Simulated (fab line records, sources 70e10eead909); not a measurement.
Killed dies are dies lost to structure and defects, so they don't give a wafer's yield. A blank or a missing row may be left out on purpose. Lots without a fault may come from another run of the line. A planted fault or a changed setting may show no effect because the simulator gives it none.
Which tool did it? | flow nand_harc | 24 lots, 72 wafers sampled, at 2 steps of a route of 1159

WHAT THE GAUGES READ, wafer by wafer
NHARC_A_ONON_D1_THK_MEAS_11: measures by ellipsometry.
lot  | measured     | on            | thk_nm (nm)
L074 | day 7 14:44  | film_metro-01 | 994 992 993
L075 | day 8 06:23  | film_metro-02 | 997 1000 998
L076 | day 8 06:25  | film_metro-02 | 988 987 986
L077 | day 8 06:25  | film_metro-01 | 1004 1003 1003
L078 | day 8 16:06  | film_metro-02 | 1001 1002 1002
L079 | day 8 22:04  | film_metro-02 | 1002 1004 1001
L080 | day 9 01:34  | film_metro-01 | 1002 1002 1003
L081 | day 9 01:34  | film_metro-02 | 1005 1005 1003
L083 | day 9 17:51  | film_metro-01 | 995 996 996
L084 | day 9 17:30  | film_metro-01 | 989 992 988
L082 | day 9 17:38  | film_metro-02 | 984 982 984
L085 | day 10 10:51 | film_metro-01 | 1009 1010 1010
L087 | day 10 20:20 | film_metro-01 | 998 999 1000
L086 | day 10 20:22 | film_metro-02 | 1010 1012 1011
L088 | day 11 14:19 | film_metro-01 | 1000 1002 1000
L089 | day 11 17:20 | film_metro-02 | 998 997 1000
L090 | day 11 17:16 | film_metro-01 | 982 983 983
L091 | day 11 17:20 | film_metro-01 | 985 986 985
L092 | day 11 23:55 | film_metro-01 | 997 996 996
L093 | day 11 23:53 | film_metro-02 | 975 975 976
L094 | day 12 23:19 | film_metro-02 | 997 996 998
L095 | day 12 23:27 | film_metro-02 | 1004 1004 1003
L096 | day 12 23:21 | film_metro-02 | 991 991 991
L097 | day 12 23:40 | film_metro-01 | 991 995 992

WHICH TOOL RAN EACH LOT (tool, then ch and the chambers of the sampled wafers, then the start)
lot  | NHARC_P_BONDPAD_PRE_CLEAN_26
L074 | pvd_sputter-02, day 7 14:44 or earlier
L075 | pvd_sputter-01, day 8 06:23 or earlier
L076 | pvd_sputter-01, day 8 06:25 or earlier
L077 | pvd_sputter-01, day 8 06:25 or earlier
L078 | pvd_sputter-01, day 8 16:06 or earlier
L079 | pvd_sputter-02, day 8 22:04 or earlier
L080 | pvd_sputter-02, day 9 01:34 or earlier
L081 | pvd_sputter-02, day 9 01:34 or earlier
L083 | pvd_sputter-03, day 9 17:51 or earlier
L084 | pvd_sputter-02, day 9 17:30 or earlier
L082 | pvd_sputter-03, day 9 17:38 or earlier
L085 | pvd_sputter-03, day 10 10:51 or earlier
L087 | pvd_sputter-01, day 10 20:20 or earlier
L086 | pvd_sputter-03, day 10 20:22 or earlier
L088 | pvd_sputter-03, day 11 14:19 or earlier
L089 | pvd_sputter-02, day 11 17:20 or earlier
L090 | pvd_sputter-03, day 11 17:16 or earlier
L091 | pvd_sputter-02, day 11 17:20 or earlier
L092 | pvd_sputter-02, day 11 23:55 or earlier
L093 | pvd_sputter-02, day 11 23:53 or earlier
L094 | pvd_sputter-01, day 12 23:19 or earlier
L095 | pvd_sputter-02, day 12 23:27 or earlier
L096 | pvd_sputter-01, day 12 23:21 or earlier
L097 | pvd_sputter-02, day 12 23:40 or earlier
- NHARC_P_BONDPAD_PRE_CLEAN_26: time 30 s.

WHAT THE TOOLS THEMSELVES READ (means of the sampled wafers that have a number; where no wafer has one, the mark that the record gives instead)
NHARC_P_BONDPAD_PRE_CLEAN_26.
lot  | tool           | heater_power_w (W)
L074 | pvd_sputter-02 | 414
L075 | pvd_sputter-01 | 417
L076 | pvd_sputter-01 | 422
L077 | pvd_sputter-01 | 352
L078 | pvd_sputter-01 | 416
L079 | pvd_sputter-02 | 381
L080 | pvd_sputter-02 | 438
L081 | pvd_sputter-02 | 411
L083 | pvd_sputter-03 | 414
L084 | pvd_sputter-02 | 430
L082 | pvd_sputter-03 | 399
L085 | pvd_sputter-03 | 411
L087 | pvd_sputter-01 | 425
L086 | pvd_sputter-03 | 377
L088 | pvd_sputter-03 | 400
L089 | pvd_sputter-02 | 373
L090 | pvd_sputter-03 | 390
L091 | pvd_sputter-02 | 431
L092 | pvd_sputter-02 | 451
L093 | pvd_sputter-02 | 371
L094 | pvd_sputter-01 | 421
L095 | pvd_sputter-02 | 446
L096 | pvd_sputter-01 | 418
L097 | pvd_sputter-02 | 447

THE ANSWER, worked out from the rows above alone
Rule: what is usual is taken from the lots themselves. Put in order of their means at a reading, lots are off if they are a third of the lots or fewer, leave a main group of 4 or more, and stand apart from it by a gap of 3 or more times the standard deviation of the main group's means; of several such gaps the widest counts. A main group whose means are all the same, to the digits that the tables above print for the reading, isn't used. A lot without any number at a reading at which 4 lots or more have one is off too. The other lots that the step has rows for count as sound. The gauges are gone through in route order, then the tools' own readings, and for those a lot's mean is taken as printed above. The first step at which some lot is off is used, and at that step the reading that is off furthest; a lot without a number counts as furthest.
No lot is off at any reading shown: from this, nothing can be told.

WHAT THE SIMULATOR HAD PUT IN
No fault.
